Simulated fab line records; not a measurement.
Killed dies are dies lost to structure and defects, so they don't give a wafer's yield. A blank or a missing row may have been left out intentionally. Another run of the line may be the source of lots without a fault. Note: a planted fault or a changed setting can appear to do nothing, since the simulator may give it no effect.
fab line records | flow n5-finfet
record: lots: 6 wafers: 18 last-day: 15
route steps=1938 shown FIN_SAQP@148 FIN_CUT@154 BEOL_M4@1111
lots that met no fault: from a run of the same line without faults
start-h: the number of hours between the record's first day and the start of the first shown wafer of the lot | wait-h: hours elapsed since this lot's preceding step | " the same as in the row above | L1.1+2: one row covering several wafers at once | - no value, or no start given | * or withheld: withheld | < > ~ a bound
route shown NAME@n: NAME is a module with steps in the file, n the number in the route of the first one | usual: mean/standard deviation taken from wafers without a fault | same: alike in all rows | chamber/n: place in a boat | sites: readings site by site | _std_site: standard deviation of those values | _edge_site: inner sites' mean taken away from outer sites' mean | radius-mm: for every site, how far away it sits from the centre of the wafer | mask NAME#n: copy n | behind: the last tool/chamber to shape the wafer | hold: what put the lot on hold/how long, in hours/how the hold closed | device: which transistor (n, p or np) failed to switch | end of line: tests run on the same wafers once the route is complete | a step given without rows: its recipe and nothing more | killed: dies lost to structure and defects at the first sort, not the wafer's yield | map: shows each die of a wafer: x if killed, . if not, _ if none is there
set.NAME: the setting that was run; set.NAME@STEP: the one run at that earlier step | model.NAME: the simulator's own value behind a step, which no gauge read
lots at selected steps of the route; one table per step, one row per wafer
services: when a tool's chamber went out of use (start-h, in hours from the record's first day, below 0 if earlier), for how many hours, and the reason
== steps ==
step: N5_FIN_SAQP_CD_MEAS_37
recipe: target-cd-nm: 8 polarity: line
usual: cd-nm: 8.09/0.26
columns lot.wafer tool chamber start-h wait-h cd-nm
L339.1 cd-sem-01 - 56.27 0.1 7.78
L339.2 " - " " 8.05
L339.4 " - " " 7.69
L340.2 cd-sem-01 - 62.02 0.1 7.83
L340.3 " - " " 7.76
L340.6 " - " " 8.13
L345.1 cd-sem-03 - 96.20 0.1 8.15
L345.4 " - " " 7.87
L345.5 " - " " 8.29
L347.1 cd-sem-03 - 105.22 0.1 7.76
L347.4 " - " " 8.27
L347.5 " - " " 8.04
L353.2 cd-sem-02 - 140.56 0.1 8.28
L353.3 " - " " 7.74
L353.4 " - " " 7.98
L354.1 cd-sem-02 - 146.30 0.1 8.04
L354.4 " - " " 7.93
L354.6 " - " " 7.85
step: N5_FIN_SAQP_PRECLEAN_38
recipe: chemistry: O3/DIW time-s: 45 temp-c: 22 o3-ppm: 10
step: N5_FIN_SAQP_PRECLEAN_45
recipe: chemistry: dHF time-s: 10 dilution: 500:1 temp-c: 25
step: N5_FIN_SAQP_SRD_39
recipe: dry: ipa-marangoni time-s: 30 temp-c: 23 rinse-liquid: diw
step: N5_FIN_SAQP_OCD_MEAS_76
usual: trench-depth-nm: 120.1/1.8
columns lot.wafer tool chamber start-h wait-h trench-depth-nm
L339.1 ocd-01 - 56.37 0.0 119.8
L339.2 " - " " 118.5
L339.4 " - " " 120.5
L340.2 ocd-01 - 62.11 0.0 116.3
L340.3 " - " " 122.0
L340.6 " - " " 120.4
L345.1 ocd-01 - 96.30 0.0 122.1
L345.4 " - " " 118.8
L345.5 " - " " 121.4
L347.1 ocd-02 - 105.32 0.0 121.3
L347.4 " - " " 120.8
L347.5 " - " " 121.2
L353.2 ocd-02 - 140.66 0.0 123.3
L353.3 " - " " 119.5
L353.4 " - " " 122.9
L354.1 ocd-02 - 146.40 0.0 120.1
L354.4 " - " " 122.2
L354.6 " - " " 119.9
step: N5_FIN_SAQP_INSPECT_40
recipe: inspect-instrument: brightfield mode: aei
usual: raw-defect-count: 235/58
columns lot.wafer tool chamber start-h wait-h raw-defect-count
L339.1 defect-inspect-02 - 56.40 0.0 144
L339.2 " - " " 285
L339.4 " - " " 244
L340.2 defect-inspect-01 - 62.14 0.0 221
L340.3 " - " " 161
L340.6 " - " " 213
L345.1 defect-inspect-01 - 96.33 0.0 382
L345.4 " - " " 268
L345.5 " - " " 221
L347.1 defect-inspect-02 - 105.35 0.0 316
L347.4 " - " " 239
L347.5 " - " " 330
L353.2 defect-inspect-01 - 140.69 0.0 186
L353.3 " - " " 208
L353.4 " - " " 234
L354.1 defect-inspect-01 - 146.43 0.0 307
L354.4 " - " " 208
L354.6 " - " " 164
step: N5_FIN_CUT_COAT_18
recipe: resist: SOC temp-c: 250 time-s: 60 spin-rpm: 1500 resist-thk-nm: 230
step: N5_FIN_CUT_COAT_19
recipe: resist: SiARC temp-c: 220 time-s: 60 spin-rpm: 1500 resist-thk-nm: 20
step: N5_FIN_CUT_COAT_29
recipe: resist: underlayer temp-c: 205 time-s: 60 spin-rpm: 1500 resist-thk-nm: 10
step: N5_FIN_CUT_COAT_02
recipe: resist: CAR-EUV spin-rpm: 1500 resist-thk-nm: 30
step: N5_FIN_CUT_EBR_04
recipe: solvent: PGMEA ebr-width-mm: 1.5
step: N5_FIN_CUT_SOFTBAKE_03
recipe: temp-c: 110 time-s: 60 resist: CAR-EUV
step: N5_FIN_CUT_EXPOSE_05
recipe: mask-id: FIN_CUT na: 0.33 source-shape: annular sigma-inner: 0.35 sigma-outer: 0.8 polarization: unpolarized dose-mj: 45.75
columns lot.wafer tool chamber start-h wait-h mask model.FIN_CUT.overlay-x-nm
L339.1+2+4 euv-scanner-01 0 56.57 - FIN_CUT#0 -0.6
L340.2+3+6 euv-scanner-01 0 62.32 - FIN_CUT#0 0.2
L345.1+4+5 euv-scanner-01 0 96.50 - FIN_CUT#0 4.4
L347.1+4+5 euv-scanner-01 0 105.64 - FIN_CUT#0 4
L353.2+3+4 euv-scanner-02 0 141.03 - FIN_CUT#0 0.2
L354.1+4+6 euv-scanner-02 0 146.60 - FIN_CUT#0 0
step: N5_FIN_CUT_PEB_06
recipe: peb-temp-c: 100 peb-time-s: 60 resist: CAR-EUV
step: N5_FIN_CUT_DEVELOP_07
recipe: develop-time-s: 30 developer: TMAH resist: CAR-EUV rinse-liquid: surfactant-rinse dry: air-spin dev-temp-c: 23
step: N5_FIN_CUT_CD_MEAS_08
recipe: target-cd-nm: 29.1 landing-energy-ev: 500 detector: se-inlens polarity: opening
usual: cd-nm: 29.13/0.22
columns lot.wafer tool chamber start-h wait-h cd-nm
L339.1 cd-sem-02 0 56.70 - 29.09
L339.2 " 0 " " 28.38
L339.4 " 0 " " 29.60
L340.2 cd-sem-01 0 62.45 - 29.12
L340.3 " 0 " " 29.42
L340.6 " 0 " " 29.27
L345.1 cd-sem-03 0 96.63 - 28.92
L345.4 " 0 " " 29.07
L345.5 " 0 " " 28.91
L347.1 cd-sem-03 0 105.78 - 29.03
L347.4 " 0 " " 29.25
L347.5 " 0 " " 29.04
L353.2 cd-sem-03 0 141.15 - 29.29
L353.3 " 0 " " 28.96
L353.4 " 0 " " 28.89
L354.1 cd-sem-01 0 146.73 - 29.01
L354.4 " 0 " " 29.15
L354.6 " 0 " " 29.35
step: N5_FIN_CUT_OVL_MEAS_09
recipe: points-per-wafer: 522
usual: FIN_CUT_OVL: -0.3/0.62
columns lot.wafer tool chamber start-h wait-h FIN_CUT_OVL[nm]
L339.1 overlay-01 0 56.73 0.0 0.0
L339.2 " 0 " " -0.2
L339.4 " 0 " " -0.3
L340.2 overlay-01 0 62.48 0.0 0.0
L340.3 " 0 " " 0.5
L340.6 " 0 " " -0.4
L345.1 overlay-01 0 96.66 0.0 4.7
L345.4 " 0 " " 4.2
L345.5 " 0 " " 4.6
L347.1 overlay-02 0 105.81 0.0 3.9
L347.4 " 0 " " 3.5
L347.5 " 0 " " 5.2
L353.2 overlay-02 0 141.19 0.0 -0.6
L353.3 " 0 " " -0.3
L353.4 " 0 " " 0.0
L354.1 overlay-02 0 146.76 0.0 0.1
L354.4 " 0 " " -0.9
L354.6 " 0 " " -0.5
step: N5_FIN_CUT_INSPECT_10
recipe: mode: adi inspect-instrument: brightfield
usual: raw-defect-count: 43/11
columns lot.wafer tool chamber start-h wait-h raw-defect-count
L339.1 defect-inspect-01 - 56.79 0.1 35
L339.2 " - " " 37
L339.4 " - " " 36
L340.2 defect-inspect-01 - 62.54 0.0 37
L340.3 " - " " 26
L340.6 " - " " 35
L345.1 defect-inspect-02 - 96.72 0.1 69
L345.4 " - " " 42
L345.5 " - " " 39
L347.1 defect-inspect-01 - 105.87 0.1 54
L347.4 " - " " 52
L347.5 " - " " 54
L353.2 defect-inspect-02 - 141.24 0.0 50
L353.3 " - " " 49
L353.4 " - " " 47
L354.1 defect-inspect-01 - 146.82 0.1 43
L354.4 " - " " 30
L354.6 " - " " 29
step: N5_BEOL_M4_RC_MEAS_101
usual: DIBL_N: 36.3/1.6 DIBL_P: 36.2/2.1 IOFF_N: 0.16/0.031 IOFF_P: 0.21/0.034 ION_N: 673/11 ION_P: 461/7.4 SS_N: 71.6/0.55 SS_P: 73.3/0.66 VT_N: 251/3.2 VT_P: -251/3.5
columns lot.wafer tool chamber start-h wait-h DIBL_N[mV/V] DIBL_P[mV/V] IOFF_N[nA/um] IOFF_P[nA/um] ION_N[uA/um] ION_P[uA/um] SS_N[mV/dec] SS_P[mV/dec] VT_N[mV] VT_P[mV]
L339.1 prober-01 0 188.14 0.0 34.7 34.4 0.14 0.20 676 468 71.4 72.9 250 -250
L339.2 " 0 " " 35.0 34.9 0.14 0.22 662 466 71.8 73.0 252 -247
L339.4 " 0 " " 35.2 35.1 0.14 0.21 667 464 71.1 73.3 253 -247
L340.2 prober-01 0 193.02 0.2 35.0 34.1 0.14 0.19 672 462 71.0 72.7 250 -249
L340.3 " 0 " " 38.4 39.1 0.21 0.28 685 472 71.8 74.4 246 -246
L340.6 " 0 " " 37.5 37.5 0.19 0.24 679 470 71.8 73.2 246 -246
L345.1 prober-01 0 222.25 0.0 38.7 37.6 0.19 0.22 685 460 72.0 73.6 247 -249
L345.4 " 0 " " 36.7 35.4 0.15 0.19 668 454 71.9 73.4 250 -253
L345.5 " 0 " " 35.9 33.3 0.15 0.17 671 457 71.2 73.1 252 -251
L347.1 prober-01 0 236.31 0.0 35.9 36.0 0.14 0.18 680 467 71.1 73.3 249 -254
L347.4 " 0 " " 36.2 36.5 0.14 0.19 679 466 71.0 73.5 251 -252
L347.5 " 0 " " 35.9 35.5 0.14 0.17 669 451 70.9 72.5 252 -256
L353.2 prober-01 0 269.09 0.2 38.2 39.2 0.19 0.24 690 466 72.3 75.1 248 -252
L353.3 " 0 " " 36.2 36.6 0.15 0.20 673 456 72.1 73.4 249 -250
L353.4 " 0 " " 36.3 36.1 0.14 0.19 660 457 72.2 73.7 254 -251
L354.1 prober-01 0 273.34 0.0 34.2 33.8 0.11 0.13 659 445 72.0 72.5 257 -261
L354.4 " 0 " " 35.8 36.2 0.14 0.16 682 460 71.4 73.6 254 -259
L354.6 " 0 " " 33.2 32.8 0.10 0.13 645 445 71.3 72.1 255 -258
== services ==
columns tool chamber start-h hours kind
euv-scanner-02 0 52.79 - calibration
euv-scanner-02 - 67.41 1.0 pm
euv-scanner-01 - 73.45 1.0 pm
euv-scanner-01 - 79.19 7.4 repair
euv-scanner-02 - 88.99 4.6 pm
euv-scanner-01 - 90.89 0.8 repair
euv-scanner-01 0 105.75 - calibration
euv-scanner-01 - 114.11 0.6 repair
euv-scanner-02 - 123.56 1.0 pm
euv-scanner-01 - 129.62 1.0 pm
euv-scanner-01 - 136.53 4.6 pm
== key ==
first-sign: step: N5_FIN_CUT_OVL_MEAS_09 reading: FIN_CUT_OVL direction: up sigmas: 7.5 usual: -0.3 struck: 4.4
effect none on later readings
model-effect: step: N5_FIN_CUT_EXPOSE_05 value: FIN_CUT.overlay-x-nm without: -0.3 struck: 4.2
met-at N5_FIN_CUT_EXPOSE_05
struck-wafers L345.1,L345.4,L345.5,L347.1,L347.4,L347.5
onset-between 62.32 96.50
fault: kind: scanner-matching-overlay tool: euv-scanner-01 chamber: - onset-h: 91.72 steps: N5_FIN_CUT_EXPOSE_05 offset: 4.5179
